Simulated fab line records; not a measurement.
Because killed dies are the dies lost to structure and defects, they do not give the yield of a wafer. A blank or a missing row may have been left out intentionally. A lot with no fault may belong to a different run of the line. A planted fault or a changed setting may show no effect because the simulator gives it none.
fab line records	flow n5_finfet
record lots=24	wafers=72	last_day=19
route steps=1938 shown BEOL_M12@1637 BEOL_M13@1689
lots untouched by any fault: they come from a run of this same line in which no faults occurred
start_h: hours from the record's first day to the start of the lot's first wafer shown	wait_h: hours elapsed since this lot's preceding step	" the same as in the row above	L1.1+2: a row that stands for several wafers	- no value, or no start given	* or withheld: withheld	< > ~ a bound
route shown NAME@n: NAME is a module with steps in the file, n the number in the route of the first one	usual: mean and standard deviation over wafers with no fault	same: alike in all rows	chamber/n: place in a boat	sites: each site's reading	_std_site: the values' standard deviation	_edge_site: the outer-site mean with the inner-site mean subtracted	radius_mm: for every site, how far away it sits from the centre of the wafer	mask NAME#n: copy n	behind: tool/chamber where the wafer was last shaped	hold: reason for holding the lot/hours on hold/outcome of the hold	device: which transistor (n, p or np) failed to switch	end of line: the same wafers' tests at the end of the route	a step given without rows: its recipe and nothing more	killed: the dies lost at the first sort to structure and to defects; this is not the yield of the wafer	map: per-die view of a wafer (x killed, . not killed, _ where there is no die)
set.NAME: the run value of the setting; set.NAME@STEP: its run value at that earlier step	model.NAME: the simulator's own value behind a step, which no gauge read
one table for each step of the route and one row for each wafer, over a sample of lots
services: the hour from which a tool's chamber was out of use, counted from the record's first day as start_h (under 0 if before that day), plus the number of hours and why
## steps
# step N5_BEOL_M12_ETCH_68
# recipe chemistry=N2/H2	target=SOC	mask_material=SiARC	source_w=3000	bias_w=350	temp_c=40	time_s=285	ion_energy_ev=200	pressure_mtorr=30	n2_flow_sccm=200	h2_flow_sccm=200
# usual drypump_motor_current_A=5.9/0.43	oes_product_au=0.82/0.073	rf_fwd_power_W=2992/8.7	rf_vpp_V=524.6/2.8	showerhead_plenum_p_Torr=2.57/0.094	throttle_valve_pct=17.74/0.22
# same time_s=285
lot.wafer	tool	chamber	start_h	wait_h	drypump_motor_current_A	oes_product_au	rf_fwd_power_W	rf_hours_counter_h	rf_vpp_V	showerhead_plenum_p_Torr	throttle_valve_pct
L074.1	rie_diel-04	0	220.34	0.1	6.3	0.91	3001	25	522.4	2.48	17.34
L074.3	"	1	"	"	6.3	0.87	2982	55	524.3	2.58	17.70
L074.5	"	1	"	"	6.3	0.87	2967	-	525.6	2.58	17.72
L076.3	rie_diel-03	3	226.46	0.1	5.4	0.81	3000	66	528.3	2.69	17.57
L076.4	"	2	"	"	5.1	0.69	2986	-	522.2	2.53	18.04
L076.6	"	1	"	"	5.9	0.81	3000	-	524.2	2.56	17.83
L075.2	rie_diel-03	2	228.74	0.1	5.1	0.70	2991	221	524.5	2.53	18.05
L075.4	"	3	"	"	5.4	0.82	2992	-	526.9	2.69	17.55
L075.5	"	1	"	"	5.9	0.83	2988	-	523.2	2.56	17.84
L077.2	rie_diel-03	1	233.00	0.1	5.9	0.81	2995	79	525.9	2.56	17.84
L077.4	"	2	"	"	5.1	0.69	2982	-	522.3	2.53	18.05
L077.5	"	1	"	"	5.9	0.81	2991	-	525.6	2.56	17.85
L078.1	rie_diel-02	3	236.64	0.1	6.4	0.86	2984	60	525.5	2.59	17.89
L078.3	"	2	"	"	6.0	0.77	3001	154	526.6	2.64	17.64
L078.5	"	1	"	"	6.2	0.87	2981	-	527.6	2.71	17.58
L079.1	rie_diel-02	1	242.81	0.1	6.2	0.86	3000	35	527.3	2.71	17.60
L079.2	"	3	"	"	6.3	0.86	2988	62	524.9	2.59	17.89
L079.6	"	3	"	"	6.4	0.86	3001	-	525.1	2.59	17.89
L080.2	rie_diel-02	0	244.43	0.1	6.4	0.72	2990	212	519.7	2.42	18.04
L080.3	"	3	"	"	6.3	0.85	3007	63	524.6	2.59	17.90
L080.4	"	2	"	"	6.0	0.77	2993	157	526.9	2.64	17.65
L082.2	rie_diel-04	3	248.57	0.1	5.3	0.84	3003	56	523.0	2.47	17.37
L082.3	"	2	"	"	6.3	0.70	2981	228	518.1	2.40	18.21
L082.4	"	0	"	"	6.3	0.90	2974	37	523.1	2.47	17.36
L081.2	rie_diel-04	3	251.01	0.1	5.3	0.84	2988	57	522.0	2.47	17.36
L081.3	"	1	"	"	6.3	0.86	2984	68	525.2	2.58	17.73
L081.5	"	1	"	"	6.3	0.86	2984	-	524.5	2.58	17.72
L083.1	rie_diel-04	1	252.62	0.1	6.3	0.87	2988	68	525.5	2.58	17.72
L083.2	"	3	"	"	5.3	0.85	2999	58	521.6	2.47	17.37
L083.4	"	2	"	"	6.3	0.70	2981	230	518.6	2.40	18.18
L084.1	rie_diel-03	2	262.81	0.1	5.1	0.68	2984	235	523.5	2.52	18.04
L084.2	"	3	"	"	5.4	0.81	2994	81	527.7	2.69	17.56
L084.4	"	0	"	"	5.7	0.99	2991	5	528.9	2.70	17.56
L088.2	rie_diel-04	3	343.94	0.1	5.3	0.83	2996	81	521.6	2.46	17.42
L088.3	"	0	"	"	6.3	0.87	2977	59	521.8	2.46	17.43
L088.5	"	3	"	"	5.3	0.81	2995	-	520.9	2.46	17.41
L095.2	rie_diel-02	0	357.18	0.1	6.3	0.68	2984	247	519.3	2.41	18.10
L095.5	"	0	"	"	6.4	0.69	2988	-	519.5	2.41	18.11
L095.6	"	3	"	"	6.4	0.81	2985	-	525.8	2.58	17.94
L094.3	rie_diel-03	2	359.50	0.1	5.1	0.93	3000	7	523.3	2.52	17.69
L094.4	"	3	"	"	5.4	0.77	2987	109	528.4	2.67	17.63
L094.5	"	1	"	"	5.9	0.77	2991	-	523.8	2.54	17.92
L090.1	rie_diel-03	3	360.28	0.1	5.4	0.77	2987	109	526.7	2.67	17.61
L090.3	"	1	"	"	5.9	0.78	3002	121	524.2	2.54	17.91
L090.6	"	3	"	"	5.5	0.77	2988	-	525.1	2.67	17.61
L085.2	rie_diel-02	0	360.57	0.1	6.4	0.68	2999	249	519.8	2.40	18.12
L085.4	"	3	"	"	6.3	0.81	2991	101	523.9	2.58	17.97
L085.6	"	2	"	"	6.0	0.73	3007	-	526.8	2.63	17.71
L089.3	rie_diel-04	3	375.16	0.1	5.3	0.81	2989	92	523.4	2.45	17.44
L089.5	"	2	"	"	6.3	0.95	3001	-	529.9	2.71	17.85
L089.6	"	1	"	"	6.3	0.82	2998	-	523.7	2.56	17.79
L092.2	rie_diel-02	2	375.64	0.1	6.0	0.74	2979	201	525.3	2.62	17.73
L092.4	"	1	"	"	6.2	0.81	2997	-	528.2	2.69	17.66
L092.6	"	3	"	"	6.4	0.80	2978	-	525.3	2.58	17.97
L091.1	rie_diel-04	1	377.82	0.1	6.3	0.82	3003	104	523.5	2.56	17.79
L091.2	"	0	"	"	6.3	0.85	2991	72	522.1	2.46	17.44
L091.3	"	2	"	"	6.3	0.95	2994	7	529.7	2.71	17.85
L093.2	rie_diel-02	2	390.86	0.1	6.0	0.73	2993	208	525.9	2.62	17.74
L093.3	"	1	"	"	6.2	0.80	2995	86	526.7	2.69	17.67
L093.6	"	2	"	"	6.0	0.73	2995	-	525.0	2.62	17.73
L087.1	rie_diel-04	0	392.88	0.1	6.3	0.84	2983	77	522.5	2.46	17.44
L087.2	"	1	"	"	6.3	0.82	2981	108	524.0	2.56	17.79
L087.3	"	3	"	"	5.3	0.80	2986	99	521.3	2.45	17.44
L096.1	rie_diel-03	1	393.30	0.1	5.9	0.77	2990	132	522.5	2.53	17.93
L096.4	"	2	"	"	5.1	0.90	3005	19	523.7	2.51	17.71
L096.5	"	2	"	"	5.1	0.88	3001	-	524.0	2.51	17.71
L086.3	rie_diel-03	1	406.25	0.1	5.9	0.76	2984	137	522.6	2.53	17.93
L086.4	"	3	"	"	5.4	0.75	2991	-	528.8	2.67	17.64
L086.5	"	0	"	"	5.7	0.89	2996	-	527.5	2.68	17.63
L097.1	rie_diel-03	1	407.13	0.1	5.9	0.76	3000	138	524.5	2.53	17.94
L097.3	"	3	"	"	5.4	0.76	2998	126	526.2	2.67	17.65
L097.6	"	0	"	"	5.7	0.88	2984	-	530.3	2.68	17.64
# step N5_BEOL_M12_SPUTTER_43
# recipe material=TaN	target_thk_a=150	temp_c=50	bias_v=168.6	power_w=15000	chamber_pressure_pa=0.12	time_s=24.19
# usual throttle_valve_pct=30.0/1
# same time_s=24.19
lot.wafer	tool	chamber	start_h	wait_h	throttle_valve_pct
L074.1	pvd_sputter-01	-	221.41	0.0	30.3
L074.3	"	-	"	"	31.4
L074.5	"	-	"	"	30.3
L076.3	pvd_sputter-03	-	227.25	0.0	28.9
L076.4	"	-	"	"	31.3
L076.6	"	-	"	"	28.4
L075.2	pvd_sputter-01	-	229.50	0.0	30.1
L075.4	"	-	"	"	29.9
L075.5	"	-	"	"	30.2
L077.2	pvd_sputter-02	-	233.74	0.0	28.3
L077.4	"	-	"	"	28.7
L077.5	"	-	"	"	29.2
L078.1	pvd_sputter-02	-	237.51	0.0	30.6
L078.3	"	-	"	"	29.3
L078.5	"	-	"	"	29.0
L079.1	pvd_sputter-01	-	243.69	0.0	30.1
L079.2	"	-	"	"	30.2
L079.6	"	-	"	"	30.2
L080.2	pvd_sputter-01	-	245.25	0.0	30.2
L080.3	"	-	"	"	31.3
L080.4	"	-	"	"	30.4
L082.2	pvd_sputter-03	-	249.53	0.0	28.8
L082.3	"	-	"	"	28.3
L082.4	"	-	"	"	31.4
L081.2	pvd_sputter-01	-	253.94	0.0	30.2
L081.3	"	-	"	"	30.0
L081.5	"	-	"	"	30.1
L083.1	pvd_sputter-03	-	254.57	0.0	28.4
L083.2	"	-	"	"	29.1
L083.4	"	-	"	"	31.0
L084.1	pvd_sputter-03	-	263.75	0.0	31.3
L084.2	"	-	"	"	28.5
L084.4	"	-	"	"	30.7
L088.2	pvd_sputter-01	-	345.22	0.0	30.1
L088.3	"	-	"	"	30.0
L088.5	"	-	"	"	30.0
L095.2	pvd_sputter-03	-	358.56	0.0	29.0
L095.5	"	-	"	"	28.4
L095.6	"	-	"	"	31.3
L094.3	pvd_sputter-01	-	360.41	0.0	30.5
L094.4	"	-	"	"	30.3
L094.5	"	-	"	"	30.1
L090.1	pvd_sputter-01	-	361.01	0.0	30.2
L090.3	"	-	"	"	30.0
L090.6	"	-	"	"	29.9
L085.2	pvd_sputter-02	-	366.35	0.0	29.3
L085.4	"	-	"	"	29.1
L085.6	"	-	"	"	29.3
L089.3	pvd_sputter-02	-	378.08	0.0	30.6
L089.5	"	-	"	"	28.5
L089.6	"	-	"	"	30.6
L092.2	pvd_sputter-03	-	380.05	0.0	28.3
L092.4	"	-	"	"	31.2
L092.6	"	-	"	"	30.9
L091.1	pvd_sputter-03	-	380.49	0.0	31.3
L091.2	"	-	"	"	28.8
L091.3	"	-	"	"	28.2
L093.2	pvd_sputter-03	-	395.96	0.0	31.3
L093.3	"	-	"	"	30.8
L093.6	"	-	"	"	31.3
L087.1	pvd_sputter-01	-	396.32	0.0	30.2
L087.2	"	-	"	"	30.0
L087.3	"	-	"	"	31.4
L096.1	pvd_sputter-01	-	396.80	0.0	31.4
L096.4	"	-	"	"	30.2
L096.5	"	-	"	"	30.1
L097.1	pvd_sputter-01	-	410.86	0.0	31.4
L097.3	"	-	"	"	30.3
L097.6	"	-	"	"	30.2
L086.3	pvd_sputter-02	-	411.68	0.0	29.2
L086.4	"	-	"	"	28.3
L086.5	"	-	"	"	28.3
# step N5_BEOL_M13_CD_MEAS_28
# recipe target_cd_nm=209.5	landing_energy_ev=500	detector=se_inlens
# usual cd_nm=208.9/1.2
lot.wafer	tool	chamber	start_h	wait_h	cd_nm
L074.1	cd_sem-02	0	224.03	-	208.7
L074.3	"	0	"	"	209.9
L074.5	"	0	"	"	211.1
L076.3	cd_sem-01	0	230.19	-	209.3
L076.4	"	0	"	"	207.9
L076.6	"	0	"	"	208.9
L075.2	cd_sem-02	0	232.31	-	210.9
L075.4	"	0	"	"	209.4
L075.5	"	0	"	"	209.5
L077.2	cd_sem-01	0	236.91	-	209.7
L077.4	"	0	"	"	210.5
L077.5	"	0	"	"	208.5
L078.1	cd_sem-01	0	240.46	-	208.2
L078.3	"	0	"	"	207.3
L078.5	"	0	"	"	208.0
L079.1	cd_sem-03	0	246.42	-	209.8
L079.2	"	0	"	"	209.6
L079.6	"	0	"	"	208.4
L080.2	cd_sem-03	0	248.06	-	208.7
L080.3	"	0	"	"	208.6
L080.4	"	0	"	"	207.9
L082.2	cd_sem-02	0	252.13	-	208.8
L082.3	"	0	"	"	209.2
L082.4	"	0	"	"	209.3
L081.2	cd_sem-01	0	257.93	-	208.4
L081.3	"	0	"	"	209.9
L081.5	"	0	"	"	210.8
L083.1	cd_sem-02	0	259.43	-	207.6
L083.2	"	0	"	"	208.8
L083.4	"	0	"	"	207.9
L084.1	cd_sem-02	0	266.65	-	210.4
L084.2	"	0	"	"	207.7
L084.4	"	0	"	"	207.9
L088.2	cd_sem-02	0	347.84	-	209.7
L088.3	"	0	"	"	207.4
L088.5	"	0	"	"	209.6
L095.2	cd_sem-01	0	361.43	-	208.9
L095.5	"	0	"	"	208.8
L095.6	"	0	"	"	208.3
L094.3	cd_sem-03	0	363.14	-	210.2
L094.4	"	0	"	"	211.2
L094.5	"	0	"	"	212.2
L090.1	cd_sem-02	0	363.86	-	209.7
L090.3	"	0	"	"	209.2
L090.6	"	0	"	"	210.6
L085.2	cd_sem-01	0	369.08	-	211.3
L085.4	"	0	"	"	209.5
L085.6	"	0	"	"	208.4
L089.3	cd_sem-03	0	380.99	-	208.4
L089.5	"	0	"	"	206.8
L089.6	"	0	"	"	206.9
L092.2	cd_sem-02	0	383.00	-	210.1
L092.4	"	0	"	"	211.0
L092.6	"	0	"	"	210.0
L091.1	cd_sem-01	0	383.32	-	208.7
L091.2	"	0	"	"	208.6
L091.3	"	0	"	"	209.8
L093.2	cd_sem-03	0	398.69	-	207.4
L093.3	"	0	"	"	207.2
L093.6	"	0	"	"	208.0
L087.1	cd_sem-03	0	399.04	-	207.9
L087.2	"	0	"	"	208.0
L087.3	"	0	"	"	208.4
L096.1	cd_sem-02	0	400.18	-	208.5
L096.4	"	0	"	"	207.8
L096.5	"	0	"	"	207.7
L097.1	cd_sem-02	0	413.85	-	207.5
L097.3	"	0	"	"	209.8
L097.6	"	0	"	"	208.5
L086.3	cd_sem-01	0	414.41	-	208.8
L086.4	"	0	"	"	209.9
L086.5	"	0	"	"	207.4
# step N5_BEOL_M13_STRIP_37
# recipe chemistry=N2/H2	power_w=1000	temp_c=250	h2_frac=0.65	overash_fraction=0.3	pressure_mtorr=withheld	n2_flow_sccm=1750	h2_flow_sccm=3250
# usual drypump_motor_current_A=5.6/0.46	heater_power_w=356/11	oes_product_au=0.784/0.011
# same overash_fraction=0.3
lot.wafer	tool	chamber	start_h	wait_h	drypump_motor_current_A	heater_power_w	oes_product_au	rf_hours_counter_h
L074.1	plasma_asher-01	0	224.76	0.0	5.0	356	0.799	65
L074.3	"	0	"	"	5.0	360	0.785	-
L074.5	"	0	"	"	5.0	363	0.763	-
L076.3	plasma_asher-02	0	230.91	0.1	5.3	362	0.782	-
L076.4	"	1	"	"	6.1	365	0.791	-
L076.6	"	0	"	"	5.3	356	0.784	-
L075.2	plasma_asher-02	0	233.01	0.0	5.2	361	0.767	115
L075.4	"	1	"	"	6.1	366	0.779	-
L075.5	"	0	"	"	5.3	359	0.772	-
L077.2	plasma_asher-01	1	238.01	0.0	5.8	333	0.794	67
L077.4	"	0	"	"	5.0	376	0.784	-
L077.5	"	0	"	"	5.0	363	0.792	-
L078.1	plasma_asher-02	0	241.73	0.0	5.3	360	0.802	116
L078.3	"	1	"	"	6.1	361	0.776	-
L078.5	"	1	"	"	6.1	366	0.792	-
L079.1	plasma_asher-01	1	247.13	0.0	5.9	348	0.791	70
L079.2	"	0	"	"	5.0	359	0.797	70
L079.6	"	0	"	"	5.0	357	0.789	-
L080.2	plasma_asher-02	0	248.77	0.0	5.2	368	0.781	119
L080.3	"	0	"	"	5.3	362	0.783	-
L080.4	"	1	"	"	6.1	362	0.787	-
L082.2	plasma_asher-01	1	252.83	0.0	5.9	344	0.798	71
L082.3	"	0	"	"	5.0	350	0.790	-
L082.4	"	1	"	"	5.8	342	0.787	-
L081.2	plasma_asher-01	1	259.23	0.0	5.8	337	0.785	73
L081.3	"	1	"	"	5.8	337	0.764	-
L081.5	"	1	"	"	5.8	345	0.781	-
L083.1	plasma_asher-02	1	260.45	0.0	6.2	364	0.777	121
L083.2	"	0	"	"	5.3	361	0.778	121
L083.4	"	0	"	"	5.3	368	0.787	-
L084.1	plasma_asher-02	0	267.37	0.0	5.2	359	0.777	123
L084.2	"	1	"	"	6.1	358	0.781	123
L084.4	"	1	"	"	6.1	367	0.794	-
L088.2	plasma_asher-01	1	348.68	0.0	5.8	340	0.798	88
L088.3	"	0	"	"	5.0	342	0.772	-
L088.5	"	0	"	"	4.9	354	0.766	-
L095.2	plasma_asher-02	1	362.14	0.0	6.2	350	0.774	141
L095.5	"	1	"	"	6.1	363	0.809	-
L095.6	"	0	"	"	5.3	362	0.799	-
L094.3	plasma_asher-02	1	363.86	0.1	6.2	367	0.780	-
L094.4	"	0	"	"	5.3	359	0.775	-
L094.5	"	0	"	"	5.2	350	0.786	-
L090.1	plasma_asher-01	1	364.57	0.0	5.8	331	0.771	91
L090.3	"	1	"	"	5.8	332	0.771	-
L090.6	"	1	"	"	5.8	331	0.782	-
L085.2	plasma_asher-02	0	370.45	0.0	5.2	359	0.781	142
L085.4	"	0	"	"	5.2	363	0.793	-
L085.6	"	0	"	"	5.3	357	0.767	-
L089.3	plasma_asher-02	0	381.71	0.1	5.2	361	0.781	-
L089.5	"	1	"	"	6.2	358	0.783	-
L089.6	"	0	"	"	5.3	367	0.768	-
L092.2	plasma_asher-02	0	383.71	0.0	5.3	363	0.778	146
L092.4	"	0	"	"	5.3	354	0.762	-
L092.6	"	0	"	"	5.3	356	0.798	-
L091.1	plasma_asher-01	0	384.24	0.0	5.0	361	0.763	95
L091.2	"	1	"	"	5.8	340	0.781	95
L091.3	"	1	"	"	5.8	338	0.785	-
L093.2	plasma_asher-02	0	399.39	0.0	5.3	355	0.781	148
L093.3	"	0	"	"	5.3	362	0.778	-
L093.6	"	0	"	"	5.3	350	0.775	-
L087.1	plasma_asher-02	1	399.98	0.0	6.2	363	0.760	148
L087.2	"	0	"	"	5.3	360	0.789	148
L087.3	"	1	"	"	6.1	363	0.790	-
L096.1	plasma_asher-02	0	401.02	0.0	5.3	356	0.760	148
L096.4	"	0	"	"	5.3	362	0.778	-
L096.5	"	0	"	"	5.3	356	0.780	-
L097.1	plasma_asher-01	1	414.60	0.0	5.8	329	0.788	100
L097.3	"	1	"	"	5.8	329	0.791	-
L097.6	"	0	"	"	5.0	353	0.781	-
L086.3	plasma_asher-01	1	415.16	0.1	5.8	336	0.789	-
L086.4	"	0	"	"	5.0	365	0.781	-
L086.5	"	0	"	"	5.0	358	0.790	-
# step N5_BEOL_M13_PRE_CLEAN_42
# recipe gas=H2/He	time_s=30	temp_c=250
# usual heater_power_w=334/19
# same time_s=30
lot.wafer	tool	chamber	start_h	wait_h	heater_power_w
L074.1	pvd_sputter-03	-	225.11	0.0	355
L074.3	"	-	"	"	356
L074.5	"	-	"	"	360
L076.3	pvd_sputter-01	-	231.21	0.0	318
L076.4	"	-	"	"	345
L076.6	"	-	"	"	330
L075.2	pvd_sputter-02	-	233.33	0.0	348
L075.4	"	-	"	"	326
L075.5	"	-	"	"	328
L077.2	pvd_sputter-02	-	238.33	0.0	307
L077.4	"	-	"	"	327
L077.5	"	-	"	"	331
L078.1	pvd_sputter-02	-	242.29	0.0	327
L078.3	"	-	"	"	346
L078.5	"	-	"	"	316
L079.1	pvd_sputter-02	-	247.44	0.0	323
L079.2	"	-	"	"	348
L079.6	"	-	"	"	326
L080.2	pvd_sputter-03	-	249.17	0.0	347
L080.3	"	-	"	"	353
L080.4	"	-	"	"	329
L082.2	pvd_sputter-01	-	253.54	0.0	326
L082.3	"	-	"	"	295
L082.4	"	-	"	"	340
L081.2	pvd_sputter-01	-	260.25	0.0	321
L081.3	"	-	"	"	339
L081.5	"	-	"	"	304
L083.1	pvd_sputter-01	-	263.29	0.0	328
L083.2	"	-	"	"	339
L083.4	"	-	"	"	308
L084.1	pvd_sputter-03	-	268.13	0.0	347
L084.2	"	-	"	"	325
L084.4	"	-	"	"	354
L088.2	pvd_sputter-03	-	349.00	0.0	330
L088.3	"	-	"	"	353
L088.5	"	-	"	"	342
L095.2	pvd_sputter-03	-	366.29	0.0	321
L095.5	"	-	"	"	350
L095.6	"	-	"	"	328
L094.3	pvd_sputter-01	-	366.33	0.0	338
L094.4	"	-	"	"	306
L094.5	"	-	"	"	325
L090.1	pvd_sputter-03	-	366.77	0.0	364
L090.3	"	-	"	"	366
L090.6	"	-	"	"	353
L085.2	pvd_sputter-02	-	371.47	0.0	319
L085.4	"	-	"	"	317
L085.6	"	-	"	"	342
L089.3	pvd_sputter-01	-	386.12	0.0	314
L089.5	"	-	"	"	332
L089.6	"	-	"	"	325
L092.2	pvd_sputter-02	-	386.18	0.0	323
L092.4	"	-	"	"	321
L092.6	"	-	"	"	310
L091.1	pvd_sputter-02	-	386.58	0.0	356
L091.2	"	-	"	"	307
L091.3	"	-	"	"	310
L093.2	pvd_sputter-03	-	403.35	0.0	358
L093.3	"	-	"	"	370
L093.6	"	-	"	"	356
L087.1	pvd_sputter-02	-	404.32	0.0	326
L087.2	"	-	"	"	317
L087.3	"	-	"	"	318
L096.1	pvd_sputter-03	-	404.87	0.0	333
L096.4	"	-	"	"	370
L096.5	"	-	"	"	330
L097.1	pvd_sputter-02	-	416.04	0.0	328
L097.3	"	-	"	"	308
L097.6	"	-	"	"	319
L086.3	pvd_sputter-01	-	416.14	0.0	333
L086.4	"	-	"	"	336
L086.5	"	-	"	"	329
# step N5_BEOL_M13_SPUTTER_45
# recipe material=Cu	target_thk_a=800	temp_c=-20	bias_v=60	power_w=26000	chamber_pressure_pa=0.13	time_s=13.33
# usual chuck_gas_flow_sccm=1.27/0.046	throttle_valve_pct=29.8/1.1
# same time_s=13.33
lot.wafer	tool	chamber	start_h	wait_h	chuck_gas_flow_sccm	throttle_valve_pct
L074.1	pvd_sputter-03	-	225.31	0.0	1.35	28.2
L074.3	"	-	"	"	1.30	28.6
L074.5	"	-	"	"	1.23	30.9
L076.3	pvd_sputter-01	-	231.41	0.0	1.21	29.9
L076.4	"	-	"	"	1.31	30.0
L076.6	"	-	"	"	1.30	30.7
L075.2	pvd_sputter-02	-	233.53	0.0	1.23	29.1
L075.4	"	-	"	"	1.35	28.5
L075.5	"	-	"	"	1.32	28.5
L077.2	pvd_sputter-02	-	238.53	0.0	1.21	30.6
L077.4	"	-	"	"	1.30	28.2
L077.5	"	-	"	"	1.28	28.2
L078.1	pvd_sputter-02	-	242.49	0.0	1.30	28.3
L078.3	"	-	"	"	1.26	29.1
L078.5	"	-	"	"	1.26	30.7
L079.1	pvd_sputter-02	-	247.64	0.0	1.29	30.6
L079.2	"	-	"	"	1.18	29.2
L079.6	"	-	"	"	1.26	28.2
L080.2	pvd_sputter-03	-	249.37	0.0	1.33	28.9
L080.3	"	-	"	"	1.21	28.2
L080.4	"	-	"	"	1.29	31.3
L082.2	pvd_sputter-01	-	253.74	0.0	1.26	30.1
L082.3	"	-	"	"	1.23	31.0
L082.4	"	-	"	"	1.34	30.4
L081.2	pvd_sputter-01	-	260.45	0.0	1.27	29.9
L081.3	"	-	"	"	1.26	30.3
L081.5	"	-	"	"	1.27	31.5
L083.1	pvd_sputter-01	-	263.49	0.0	1.29	30.5
L083.2	"	-	"	"	1.22	29.9
L083.4	"	-	"	"	1.27	31.2
L084.1	pvd_sputter-03	-	268.33	0.0	1.23	28.7
L084.2	"	-	"	"	1.21	31.1
L084.4	"	-	"	"	1.19	31.1
L088.2	pvd_sputter-03	-	349.20	0.0	1.30	31.5
L088.3	"	-	"	"	1.27	30.8
L088.5	"	-	"	"	1.22	28.8
L095.2	pvd_sputter-03	-	366.49	0.0	1.19	31.4
L095.5	"	-	"	"	1.23	29.0
L095.6	"	-	"	"	1.30	31.3
L094.3	pvd_sputter-01	-	366.53	0.0	1.22	30.4
L094.4	"	-	"	"	1.22	31.6
L094.5	"	-	"	"	1.25	30.5
L090.1	pvd_sputter-03	-	366.97	0.0	1.29	28.3
L090.3	"	-	"	"	1.22	30.9
L090.6	"	-	"	"	1.24	30.8
L085.2	pvd_sputter-02	-	371.67	0.0	1.28	28.2
L085.4	"	-	"	"	1.23	30.5
L085.6	"	-	"	"	1.24	28.9
L089.3	pvd_sputter-01	-	386.32	0.0	1.21	30.0
L089.5	"	-	"	"	1.32	30.6
L089.6	"	-	"	"	1.27	30.2
L092.2	pvd_sputter-02	-	386.38	0.0	1.31	28.3
L092.4	"	-	"	"	1.22	29.2
L092.6	"	-	"	"	1.22	29.2
L091.1	pvd_sputter-02	-	386.78	0.0	1.17	29.3
L091.2	"	-	"	"	1.31	30.7
L091.3	"	-	"	"	1.29	29.2
L093.2	pvd_sputter-03	-	403.55	0.0	1.29	28.5
L093.3	"	-	"	"	1.21	30.8
L093.6	"	-	"	"	1.32	28.3
L087.1	pvd_sputter-02	-	404.55	0.0	1.33	28.4
L087.2	"	-	"	"	1.27	30.5
L087.3	"	-	"	"	1.25	29.1
L096.1	pvd_sputter-03	-	405.07	0.0	1.23	31.0
L096.4	"	-	"	"	1.29	30.9
L096.5	"	-	"	"	1.34	31.2
L097.1	pvd_sputter-02	-	416.24	0.0	1.17	28.3
L097.3	"	-	"	"	1.27	30.6
L097.6	"	-	"	"	1.28	28.6
L086.3	pvd_sputter-01	-	416.34	0.0	1.32	30.2
L086.4	"	-	"	"	1.35	30.1
L086.5	"	-	"	"	1.34	30.1
## services
tool	chamber	start_h	hours	kind
rie_diel-03	0	229.05	-	clean
rie_diel-03	0	229.05	-	consumable_replace:focus_ring
rie_diel-03	0	229.05	-	consumable_replace:showerhead
rie_diel-03	0	229.05	21.1	scheduled_down
rie_diel-03	0	229.05	21.1	vent_cycle
rie_diel-03	-	246.82	1.1	repair
rie_diel-04	0	253.23	8.6	repair
pvd_sputter-01	-	273.00	6.9	repair
rie_diel-04	-	273.54	1.3	repair
pvd_sputter-01	-	303.61	2.6	repair
rie_diel-03	2	318.77	-	clean
rie_diel-03	2	318.77	-	consumable_replace:focus_ring
rie_diel-03	2	318.77	18.0	scheduled_down
rie_diel-03	2	318.77	18.0	vent_cycle
rie_diel-04	2	335.69	-	clean
pvd_sputter-01	-	340.71	0.5	repair
pvd_sputter-01	-	361.77	2.6	repair
rie_diel-03	3	380.63	2.6	repair
rie_diel-04	2	381.35	3.7	repair
pvd_sputter-03	-	381.99	4.0	repair
pvd_sputter-01	-	393.31	2.4	repair
rie_diel-03	2	400.26	25.0	repair
plasma_asher-01	-	400.81	7.6	repair
rie_diel-03	0	402.50	2.4	repair
## key
fault none
